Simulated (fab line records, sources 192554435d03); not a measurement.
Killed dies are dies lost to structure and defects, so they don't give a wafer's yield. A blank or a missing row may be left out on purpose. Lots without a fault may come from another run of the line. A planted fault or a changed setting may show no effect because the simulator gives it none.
One fault seen from 2 desks | flow n5_finfet | each desk has only its own numbers; what lay behind them comes last

THE TOOL OWNER'S DESK: litho_track-01
The tool's own readings at N5_MOL_CONTACT_COAG_COAT_77 (time 60 s, resist thk 10 nm): means of the sampled wafers that have a number, for each lot that ran on this tool. A lot is out of limits, marked OUT, if its mean lies more than 4 standard deviations from the usual mean; the brackets give that distance.
Columns: A = spin_speed_rpm at N5_MOL_CONTACT_COAG_COAT_77, usual 1499.8 rpm
lot  | first seen here | A
L377 | day 5 11:10     | 1501.1
L382 | day 6 17:03     | 1499.9
L383 | day 6 18:29     | 1500.2
L385 | day 7 11:27     | 1498.8
L386 | day 7 12:26     | 1499.9
L388 | day 8 02:16     | 1187.7 (-99 or more) OUT
L389 | day 8 06:57     | 1187.6 (-99 or more) OUT
L398 | day 10 19:54    | 1499.6
This desk's finding: out of limits on L388, L389; first on L388, day 8 02:16 (spin_speed_rpm at N5_MOL_CONTACT_COAG_COAT_77). In limits: L377, L382, L383, L385, L386, L398.

THE METROLOGY DESK
What the gauges read, lot by lot, whatever tool the lot ran on: means of the sampled wafers that have a number. A lot is out of limits, marked OUT, if its mean lies more than 4 standard deviations from the usual mean; the brackets give that distance.
Columns: A = cd_nm at N5_MOL_CONTACT_COAG_CD_MEAS_99, usual 17.0 nm
lot  | first seen here | A
L377 | day 5 03:54     | 17.1
L378 | day 5 08:56     | 17.4
L382 | day 6 05:38     | 16.9
L383 | day 6 09:44     | 16.8
L385 | day 7 02:28     | 17.1
L386 | day 7 04:17     | 16.9
L387 | day 7 10:31     | 17.3
L388 | day 7 18:02     | 17.0
L389 | day 7 20:32     | 16.8
L397 | day 9 19:36     | 17.0
L398 | day 10 07:58    | 17.3
This desk's finding: nothing out of limits on any of the 11 lots.

PUT TOGETHER
The tool owner's desk could have raised an alarm at day 8 02:16, on L388, L389.
The metrology desk saw nothing out of limits.
The metrology desk has L388, L389 on record, within its limits.
Of the lots named, all ran N5_MOL_CONTACT_COAG_COAT_77 on litho_track-01.

WHAT THE SIMULATOR HAD PUT IN
Process parameter drift: litho_track-01, from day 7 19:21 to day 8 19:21, at N5_MOL_CONTACT_COAG_COAT_77. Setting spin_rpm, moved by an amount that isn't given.
Lots struck among those shown: L388, L389.
Hours from the fault's start to each desk's first reading out of limits: the tool owner's desk, 7.
